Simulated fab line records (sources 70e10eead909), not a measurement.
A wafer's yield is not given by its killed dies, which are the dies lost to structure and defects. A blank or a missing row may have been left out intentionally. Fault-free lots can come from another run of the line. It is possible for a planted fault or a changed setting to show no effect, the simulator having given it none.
What tool caused it? || flow nandHarc || 14 lots, 41 wafers sampled, at 5 steps of a route of 1159

== WHAT EACH GAUGE READ, for each wafer ==
NHARC_A_BLC_CD_MEAS_19.
{"lot": "L200", "measured": "day 17 11:46", "on": "cdSem-02", "cdNm (nm)": "101.6 101.2 100.2"}
{"lot": "L201", "measured": "day 17 10:53", "on": "cdSem-02", "cdNm (nm)": "98.8 100.3 99.8"}
{"lot": "L203", "measured": "day 17 13:47", "on": "cdSem-01", "cdNm (nm)": "99.2 102.5 99.6"}
{"lot": "L202", "measured": "day 17 12:26", "on": "cdSem-03", "cdNm (nm)": "99.1 100.7 99.7"}
{"lot": "L205", "measured": "day 18 02:40", "on": "cdSem-03", "cdNm (nm)": "99.4 100.4 100.6"}
{"lot": "L204", "measured": "day 18 02:58", "on": "cdSem-01", "cdNm (nm)": "100.0 101.3 101.7"}
{"lot": "L206", "measured": "day 19 07:06", "on": "cdSem-01", "cdNm (nm)": "96.4 100.7 101.8"}
{"lot": "L208", "measured": "day 20 02:06", "on": "cdSem-02", "cdNm (nm)": "103.1 102.3 98.4"}
{"lot": "L210", "measured": "day 20 01:14", "on": "cdSem-03", "cdNm (nm)": "104.0 100.8 105.1"}
{"lot": "L211", "measured": "day 19 18:33", "on": "cdSem-02", "cdNm (nm)": "100.0 99.9 99.7"}
{"lot": "L209", "measured": "day 20 11:23", "on": "cdSem-01", "cdNm (nm)": "100.0 100.3 96.9"}
{"lot": "L212", "measured": "day 20 22:49", "on": "cdSem-02", "cdNm (nm)": 104.2}
{"lot": "L214", "measured": "day 21 00:49", "on": "cdSem-02", "cdNm (nm)": "100.1 100.1"}
{"lot": "L223", "measured": "day 23 10:40", "on": "cdSem-02", "cdNm (nm)": "97.1 99.6 99.0"}

NHARC_END_SORT_01.
{"lot": "L212", "measured": "day 24 18:24", "on": "prober-02", "killedAtArray": "623 18", "killedAtOther": "1 1", "killedAtPeriphery": "7 7", "killedDies": "631 26", "killedOpen": "6 8", "killedShort": "0 1"}
{"lot": "L214", "measured": "day 24 23:32", "on": "prober-01", "killedAtArray": "37 568 40", "killedAtOther": "1 0 1", "killedAtPeriphery": "3 2 2", "killedDies": "41 570 43", "killedOpen": "5 2 2", "killedShort": "1 2 3"}

== WHAT TOOL EACH LOT RAN ON (gives the tool, then ch and the chambers of the sampled wafers, and finally the start) ==
{"lot": "L200", "NHARC_A_SLIT_DEP_23": "pecvd-03 ch 0,1,2, day 14 03:02", "NHARC_A_CONTACT_ETCH_134": "harCapEtch-01 ch 0,1, day 17 01:50", "NHARC_A_BLC_STRIP_29": "rieDiel-12 ch 0,3, day 17 11:50"}
{"lot": "L201", "NHARC_A_SLIT_DEP_23": "pecvd-01 ch 1,2, day 14 03:05", "NHARC_A_CONTACT_ETCH_134": "harCapEtch-02 ch 0,1, day 17 00:46", "NHARC_A_BLC_STRIP_29": "rieDiel-08 ch 0,1,3, day 17 10:58"}
{"lot": "L203", "NHARC_A_SLIT_DEP_23": "pecvd-03 ch 0,2, day 14 14:18", "NHARC_A_CONTACT_ETCH_134": "harCapEtch-02 ch 0,1, day 17 03:39", "NHARC_A_BLC_STRIP_29": "rieDiel-12 ch 1,2,3, day 17 13:55"}
{"lot": "L202", "NHARC_A_SLIT_DEP_23": "pecvd-03 ch 0,1,2, day 14 14:52", "NHARC_A_CONTACT_ETCH_134": "harCapEtch-03 ch 0,1, day 17 03:16", "NHARC_A_BLC_STRIP_29": "rieDiel-12 ch 0,3, day 17 12:30"}
{"lot": "L205", "NHARC_A_SLIT_DEP_23": "pecvd-03 ch 0,1,2, day 15 06:26", "NHARC_A_CONTACT_ETCH_134": "harCapEtch-03 ch 0,1, day 17 19:17", "NHARC_A_BLC_STRIP_29": "rieDiel-08 ch 0,1,2, day 18 02:44"}
{"lot": "L204", "NHARC_A_SLIT_DEP_23": "pecvd-01 ch 1,2, day 15 06:40", "NHARC_A_CONTACT_ETCH_134": "harCapEtch-02 ch 0,1, day 17 20:19", "NHARC_A_BLC_STRIP_29": "rieDiel-08 ch 0,1,2, day 18 03:04"}
{"lot": "L206", "NHARC_A_SLIT_DEP_23": "pecvd-02 ch 0,1,2, day 16 07:47", "NHARC_A_CONTACT_ETCH_134": "harCapEtch-01 ch 0,1, day 18 22:33", "NHARC_A_BLC_STRIP_29": "rieDiel-12 ch 1,3, day 19 07:11"}
{"lot": "L208", "NHARC_A_SLIT_DEP_23": "pecvd-03 ch 0,2, day 16 21:19", "NHARC_A_CONTACT_ETCH_134": "harCapEtch-03 ch 0,1, day 19 19:43", "NHARC_A_BLC_STRIP_29": "rieDiel-12 ch 0,2,3, day 20 02:11"}
{"lot": "L210", "NHARC_A_SLIT_DEP_23": "pecvd-01 ch 0,1, day 16 21:19", "NHARC_A_CONTACT_ETCH_134": "harCapEtch-02 ch 0,1, day 19 19:49", "NHARC_A_BLC_STRIP_29": "rieDiel-01 ch 1,2, day 20 01:31"}
{"lot": "L211", "NHARC_A_SLIT_DEP_23": "pecvd-01 ch 0,1, day 16 21:35", "NHARC_A_CONTACT_ETCH_134": "harCapEtch-03 ch 0,1, day 19 12:51", "NHARC_A_BLC_STRIP_29": "rieDiel-12 ch 1,2,3, day 19 18:38"}
{"lot": "L209", "NHARC_A_SLIT_DEP_23": "pecvd-03 ch 0,2, day 16 23:14", "NHARC_A_CONTACT_ETCH_134": "harCapEtch-03 ch 0, day 20 02:47", "NHARC_A_BLC_STRIP_29": "rieDiel-01 ch 0,2, day 20 11:28"}
{"lot": "L212", "NHARC_A_SLIT_DEP_23": "pecvd-03 ch 0,2, day 17 21:56", "NHARC_A_CONTACT_ETCH_134": "harCapEtch-01 ch 1, day 20 10:57", "NHARC_A_BLC_STRIP_29": "rieDiel-12 ch 2, day 20 22:57"}
{"lot": "L214", "NHARC_A_SLIT_DEP_23": "pecvd-03 ch 0,1,2, day 17 22:26", "NHARC_A_CONTACT_ETCH_134": "harCapEtch-02 ch 0,1, day 20 14:48", "NHARC_A_BLC_STRIP_29": "rieDiel-12 ch 0,2, day 21 00:55"}
{"lot": "L223", "NHARC_A_SLIT_DEP_23": "pecvd-03 ch 0,1, day 20 10:17", "NHARC_A_CONTACT_ETCH_134": "harCapEtch-03 ch 1, day 23 01:16", "NHARC_A_BLC_STRIP_29": "rieDiel-08 ch 0,1,3, day 23 10:45"}
- NHARC_A_SLIT_DEP_23: deposits SiON, target thk 100 nm.
- NHARC_A_CONTACT_ETCH_134: etches the open film in C4F8/O2/Ar, time 140 s, target depth 700 nm.
- NHARC_A_BLC_STRIP_29: strips in CF4.

== AS READ BY THE TOOLS THEMSELVES (means over the sampled wafers that have a number; for cases with no such wafer, the mark the record gives instead) ==
NHARC_A_SLIT_DEP_23.
{"lot": "L200", "tool": "pecvd-03", "heaterPowerW (W)": 716}
{"lot": "L201", "tool": "pecvd-01", "heaterPowerW (W)": 678}
{"lot": "L203", "tool": "pecvd-03", "heaterPowerW (W)": 775}
{"lot": "L202", "tool": "pecvd-03", "heaterPowerW (W)": 725}
{"lot": "L205", "tool": "pecvd-03", "heaterPowerW (W)": 718}
{"lot": "L204", "tool": "pecvd-01", "heaterPowerW (W)": 661}
{"lot": "L206", "tool": "pecvd-02", "heaterPowerW (W)": 712}
{"lot": "L208", "tool": "pecvd-03", "heaterPowerW (W)": 884}
{"lot": "L210", "tool": "pecvd-01", "heaterPowerW (W)": 742}
{"lot": "L211", "tool": "pecvd-01", "heaterPowerW (W)": 691}
{"lot": "L209", "tool": "pecvd-03", "heaterPowerW (W)": 775}
{"lot": "L212", "tool": "pecvd-03", "heaterPowerW (W)": 802}
{"lot": "L214", "tool": "pecvd-03", "heaterPowerW (W)": 760}
{"lot": "L223", "tool": "pecvd-03", "heaterPowerW (W)": 876}

NHARC_A_BLC_STRIP_29.
{"lot": "L200", "tool": "rieDiel-12", "cf4FlowSccm (sccm)": 150.6, "drypumpMotorCurrentA (A)": 5.8, "oesProductAu (a.u.)": 1.009, "rfVppV (V)": 59.0, "showerheadPlenumPTorr (Torr)": 1.67, "throttleValvePct (%)": 13.276}
{"lot": "L201", "tool": "rieDiel-08", "cf4FlowSccm (sccm)": 150.4, "drypumpMotorCurrentA (A)": 5.9, "oesProductAu (a.u.)": 1.020, "rfVppV (V)": 59.5, "showerheadPlenumPTorr (Torr)": 1.80, "throttleValvePct (%)": 13.278}
{"lot": "L203", "tool": "rieDiel-12", "cf4FlowSccm (sccm)": 150.1, "drypumpMotorCurrentA (A)": 6.2, "oesProductAu (a.u.)": 0.996, "rfVppV (V)": 59.8, "showerheadPlenumPTorr (Torr)": 1.76, "throttleValvePct (%)": 13.286}
{"lot": "L202", "tool": "rieDiel-12", "cf4FlowSccm (sccm)": 150.0, "drypumpMotorCurrentA (A)": 5.8, "oesProductAu (a.u.)": 1.004, "rfVppV (V)": 59.3, "showerheadPlenumPTorr (Torr)": 1.67, "throttleValvePct (%)": 13.293}
{"lot": "L205", "tool": "rieDiel-08", "cf4FlowSccm (sccm)": 149.4, "drypumpMotorCurrentA (A)": 5.8, "oesProductAu (a.u.)": 1.008, "rfVppV (V)": 58.9, "showerheadPlenumPTorr (Torr)": 1.78, "throttleValvePct (%)": 13.282}
{"lot": "L204", "tool": "rieDiel-08", "cf4FlowSccm (sccm)": 150.1, "drypumpMotorCurrentA (A)": 5.7, "oesProductAu (a.u.)": 0.999, "rfVppV (V)": 59.3, "showerheadPlenumPTorr (Torr)": 1.78, "throttleValvePct (%)": 13.286}
{"lot": "L206", "tool": "rieDiel-12", "cf4FlowSccm (sccm)": 150.4, "drypumpMotorCurrentA (A)": 6.0, "oesProductAu (a.u.)": 0.993, "rfVppV (V)": 59.0, "showerheadPlenumPTorr (Torr)": 1.73, "throttleValvePct (%)": 13.281}
{"lot": "L208", "tool": "rieDiel-12", "cf4FlowSccm (sccm)": 149.9, "drypumpMotorCurrentA (A)": 6.0, "oesProductAu (a.u.)": 0.991, "rfVppV (V)": 59.9, "showerheadPlenumPTorr (Torr)": 1.71, "throttleValvePct (%)": 13.279}
{"lot": "L210", "tool": "rieDiel-01", "cf4FlowSccm (sccm)": 149.9, "drypumpMotorCurrentA (A)": 5.7, "oesProductAu (a.u.)": 1.005, "rfVppV (V)": 58.8, "showerheadPlenumPTorr (Torr)": 1.66, "throttleValvePct (%)": 13.285}
{"lot": "L211", "tool": "rieDiel-12", "cf4FlowSccm (sccm)": 149.9, "drypumpMotorCurrentA (A)": 6.2, "oesProductAu (a.u.)": 0.988, "rfVppV (V)": 58.9, "showerheadPlenumPTorr (Torr)": 1.76, "throttleValvePct (%)": 13.283}
{"lot": "L209", "tool": "rieDiel-01", "cf4FlowSccm (sccm)": 149.9, "drypumpMotorCurrentA (A)": 5.8, "oesProductAu (a.u.)": 1.011, "rfVppV (V)": 59.3, "showerheadPlenumPTorr (Torr)": 1.70, "throttleValvePct (%)": 13.285}
{"lot": "L212", "tool": "rieDiel-12", "cf4FlowSccm (sccm)": 150.8, "drypumpMotorCurrentA (A)": 6.5, "oesProductAu (a.u.)": 0.980, "rfVppV (V)": 58.5, "showerheadPlenumPTorr (Torr)": 1.77, "throttleValvePct (%)": 13.271}
{"lot": "L214", "tool": "rieDiel-12", "cf4FlowSccm (sccm)": 150.1, "drypumpMotorCurrentA (A)": 6.2, "oesProductAu (a.u.)": 0.988, "rfVppV (V)": 59.2, "showerheadPlenumPTorr (Torr)": 1.71, "throttleValvePct (%)": 13.277}
{"lot": "L223", "tool": "rieDiel-08", "cf4FlowSccm (sccm)": 149.6, "drypumpMotorCurrentA (A)": 5.9, "oesProductAu (a.u.)": 0.999, "rfVppV (V)": 59.7, "showerheadPlenumPTorr (Torr)": 1.80, "throttleValvePct (%)": 13.290}

== THE ANSWER, worked out from the rows above alone ==
Rule: usual is defined by the lots themselves. The widest of any qualifying gaps counts: lots, ordered by their means at a reading, are off when they make up no more than a third of the lots, leave a main group of 4 or more, and stand apart from it by 3 or more times the standard deviation of that group's means. A main group is skipped when, at the precision printed for the reading in the tables above, its means are all equal. A lot without any number at a reading at which 4 lots or more have one is off too. Any other lot the step has rows for is counted as sound. After the gauges, taken in route order, come the tools' own readings; for these a lot's mean is taken, as printed above. The first step at which some lot is off is used, and at that step the reading that is off furthest; a lot without a number counts as furthest.
No lot is off at any reading shown: from this, nothing can be told.

== WHAT THE SIMULATOR PUT IN ==
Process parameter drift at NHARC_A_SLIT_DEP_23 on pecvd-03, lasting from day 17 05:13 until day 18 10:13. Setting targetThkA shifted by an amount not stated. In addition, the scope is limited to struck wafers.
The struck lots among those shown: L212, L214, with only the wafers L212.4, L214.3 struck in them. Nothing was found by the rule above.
